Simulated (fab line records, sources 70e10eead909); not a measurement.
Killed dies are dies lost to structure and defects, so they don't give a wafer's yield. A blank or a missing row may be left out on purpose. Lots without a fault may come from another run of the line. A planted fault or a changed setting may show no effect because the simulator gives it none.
Which tool did it? | flow nand_harc | 24 lots, 72 wafers sampled, at 4 steps of a route of 1302

WHAT THE GAUGES READ, wafer by wafer
NHARC_A_SOURCE_PLATE_INSPECT_08.
lot  | measured     | on                | raw_defect_count
L074 | day 7 10:19  | defect_inspect-02 | 25 74 34
L075 | day 8 06:58  | defect_inspect-02 | 26 48 44
L076 | day 8 12:50  | defect_inspect-01 | 30 100 33
L077 | day 8 18:56  | defect_inspect-02 | 178 127 109
L078 | day 9 14:38  | defect_inspect-01 | 66 56 76
L079 | day 9 14:40  | defect_inspect-02 | 22 21 20
L080 | day 10 05:13 | defect_inspect-01 | 77 70 75
L081 | day 10 05:13 | defect_inspect-02 | 80 54 40
L082 | day 11 01:24 | defect_inspect-01 | 51 32 25
L083 | day 11 05:21 | defect_inspect-01 | 76 95 56
L084 | day 12 00:38 | defect_inspect-01 | 35 33 20
L085 | day 12 04:55 | defect_inspect-01 | 73 78 53
L086 | day 12 23:40 | defect_inspect-02 | 68 65 136
L087 | day 13 03:11 | defect_inspect-02 | 89 80 125
L088 | day 13 20:38 | defect_inspect-02 | 52 68 58
L089 | day 13 20:38 | defect_inspect-01 | 36 42 61
L090 | day 14 12:01 | defect_inspect-01 | 119 51 102
L091 | day 14 15:38 | defect_inspect-02 | 51 73 108
L092 | day 15 06:03 | defect_inspect-02 | 32 47 57
L093 | day 15 22:18 | defect_inspect-02 | 34 26 61
L094 | day 15 22:18 | defect_inspect-01 | 31 78 58
L095 | day 16 03:57 | defect_inspect-01 | 32 38 39
L096 | day 16 20:35 | defect_inspect-02 | 71 80 62
L097 | day 17 04:58 | defect_inspect-02 | 48 49 16

NHARC_A_ONON_D1_THK_MEAS_27: measures by ellipsometry.
lot  | measured     | on            | thk_nm (nm)
L074 | day 7 22:39  | film_metro-01 | 998 998 996
L075 | day 8 19:19  | film_metro-01 | 998 1000 1000
L076 | day 9 01:01  | film_metro-01 | 973 971 973
L077 | day 9 10:57  | film_metro-01 | 997 997 999
L078 | day 10 03:01 | film_metro-01 | 993 994 992
L079 | day 10 03:01 | film_metro-02 | 1002 1002 1003
L080 | day 10 18:29 | film_metro-02 | 999 997 997
L081 | day 10 18:30 | film_metro-01 | 1005 1004 1005
L082 | day 11 17:20 | film_metro-01 | 991 990 992
L083 | day 11 17:21 | film_metro-02 | 1004 1004 1004
L084 | day 12 13:27 | film_metro-01 | 1000 1002 1001
L085 | day 12 17:15 | film_metro-02 | 1032 1032 1031
L086 | day 13 11:58 | film_metro-01 | 1003 1005 1005
L087 | day 13 15:48 | film_metro-01 | 1009 1011 1007
L088 | day 14 14:00 | film_metro-02 | 978 977 977
L089 | day 14 14:11 | film_metro-01 | 1009 1008 1008
L090 | day 15 00:23 | film_metro-01 | 1005 1003 1006
L091 | day 15 06:02 | film_metro-01 | 1005 1005 1005
L092 | day 15 18:23 | film_metro-02 | 1017 1015 1019
L093 | day 16 14:35 | film_metro-01 | 985 984 985
L094 | day 16 14:44 | film_metro-01 | 1010 1011 1010
L095 | day 16 14:57 | film_metro-01 | 1023 1022 1021
L096 | day 17 11:02 | film_metro-01 | 1007 1008 1007
L097 | day 17 17:20 | film_metro-01 | 1008 1006 1009

NHARC_A_CHANNEL_HOLE_D1_CD_MEAS_10: target cd 100 nm.
lot  | measured     | on        | cd_nm (nm)
L074 | day 8 04:35  | cd_sem-01 | 99.7 100.2 99.5
L075 | day 8 23:06  | cd_sem-03 | 100.2 100.0 100.1
L076 | day 9 04:44  | cd_sem-02 | 100.0 100.7 100.1
L077 | day 9 16:25  | cd_sem-02 | 99.9 100.6 101.0
L078 | day 10 07:56 | cd_sem-03 | 99.5 99.4 99.2
L079 | day 10 06:50 | cd_sem-03 | 99.6 99.6 99.4
L080 | day 10 22:34 | cd_sem-03 | 99.6 99.5 99.2
L081 | day 10 22:44 | cd_sem-02 | 99.2 99.0 99.7
L082 | day 11 21:10 | cd_sem-03 | 100.4 100.8 100.2
L083 | day 11 22:01 | cd_sem-03 | 99.9 99.6 99.9
L084 | day 12 20:38 | cd_sem-01 | 100.9 100.3 100.5
L085 | day 13 00:07 | cd_sem-03 | 100.3 100.0 100.0
L086 | day 13 15:39 | cd_sem-01 | 99.5 99.8 99.6
L087 | day 13 21:52 | cd_sem-02 | 100.3 99.7 100.2
L088 | day 14 17:44 | cd_sem-02 | 99.9 100.1 100.1
L089 | day 14 18:04 | cd_sem-01 | 100.2 99.8 99.4
L090 | day 15 05:36 | cd_sem-01 | 99.9 99.9 100.0
L091 | day 15 10:48 | cd_sem-01 | 99.9 99.3 99.6
L092 | day 15 23:16 | cd_sem-03 | 99.6 99.4 99.8
L093 | day 16 18:23 | cd_sem-01 | 100.3 100.5 100.5
L094 | day 16 18:42 | cd_sem-01 | 100.9 100.8 100.6
L095 | day 16 20:18 | cd_sem-02 | 100.3 100.2 100.7
L096 | day 17 14:47 | cd_sem-03 | 99.9 100.1 99.7
L097 | day 18 01:38 | cd_sem-01 | 100.0 99.5 100.0

WHICH TOOL RAN EACH LOT (tool, then ch and the chambers of the sampled wafers, then the start)
lot  | NHARC_P_BONDPAD_DEP_00
L074 | pecvd-04 ch 0,1,2, day 6 07:42
L075 | pecvd-02 ch 1,2, day 7 00:41
L076 | pecvd-04 ch 0,1,2, day 7 09:51
L077 | pecvd-04 ch 1,2, day 7 13:56
L078 | pecvd-02 ch 0,2, day 8 07:49
L079 | pecvd-04 ch 0,2, day 8 12:18
L080 | pecvd-01 ch 0,1,2, day 9 02:19
L081 | pecvd-04 ch 0,2, day 9 05:32
L082 | pecvd-04 ch 0,1,2, day 9 20:47
L083 | pecvd-01 ch 0,1, day 10 03:00
L084 | pecvd-01 ch 0,2, day 10 22:40
L085 | pecvd-02 ch 0,2, day 11 01:16
L086 | pecvd-01 ch 0,1,2, day 11 18:53
L087 | pecvd-01 ch 0,1, day 12 00:29
L088 | pecvd-02 ch 0,2, day 12 17:41
L089 | pecvd-02 ch 0,1, day 12 18:13
L090 | pecvd-04 ch 1,2, day 13 07:20
L091 | pecvd-04 ch 0,1,2, day 13 12:57
L092 | pecvd-02 ch 0,1, day 14 03:25
L093 | pecvd-01 ch 0,1,2, day 14 17:56
L094 | pecvd-01 ch 0,1,2, day 14 21:01
L095 | pecvd-04 ch 0,1,2, day 15 01:21
L096 | pecvd-02 ch 0,1,2, day 15 17:52
L097 | pecvd-02 ch 0,1,2, day 15 21:50
- NHARC_P_BONDPAD_DEP_00: deposits SiCN, target thk 250 nm.

WHAT THE TOOLS THEMSELVES READ (means of the sampled wafers that have a number; where no wafer has one, the mark that the record gives instead)
NHARC_P_BONDPAD_DEP_00.
lot  | tool     | heater_power_w (W)
L074 | pecvd-04 | 517
L075 | pecvd-02 | 567
L076 | pecvd-04 | 522
L077 | pecvd-04 | 450
L078 | pecvd-02 | 574
L079 | pecvd-04 | 574
L080 | pecvd-01 | 614
L081 | pecvd-04 | 625
L082 | pecvd-04 | 501
L083 | pecvd-01 | 655
L084 | pecvd-01 | 638
L085 | pecvd-02 | 528
L086 | pecvd-01 | 582
L087 | pecvd-01 | 568
L088 | pecvd-02 | 588
L089 | pecvd-02 | 530
L090 | pecvd-04 | 465
L091 | pecvd-04 | 537
L092 | pecvd-02 | 607
L093 | pecvd-01 | 592
L094 | pecvd-01 | 583
L095 | pecvd-04 | 546
L096 | pecvd-02 | 554
L097 | pecvd-02 | 580

THE ANSWER, worked out from the rows above alone
Rule: what is usual is taken from the lots themselves. Put in order of their means at a reading, lots are off if they are a third of the lots or fewer, leave a main group of 4 or more, and stand apart from it by a gap of 3 or more times the standard deviation of the main group's means; of several such gaps the widest counts. A main group whose means are all the same, to the digits that the tables above print for the reading, isn't used. A lot without any number at a reading at which 4 lots or more have one is off too. The other lots that the step has rows for count as sound. The gauges are gone through in route order, then the tools' own readings, and for those a lot's mean is taken as printed above. The first step at which some lot is off is used, and at that step the reading that is off furthest; a lot without a number counts as furthest.
No lot is off at any reading shown: from this, nothing can be told.

WHAT THE SIMULATOR HAD PUT IN
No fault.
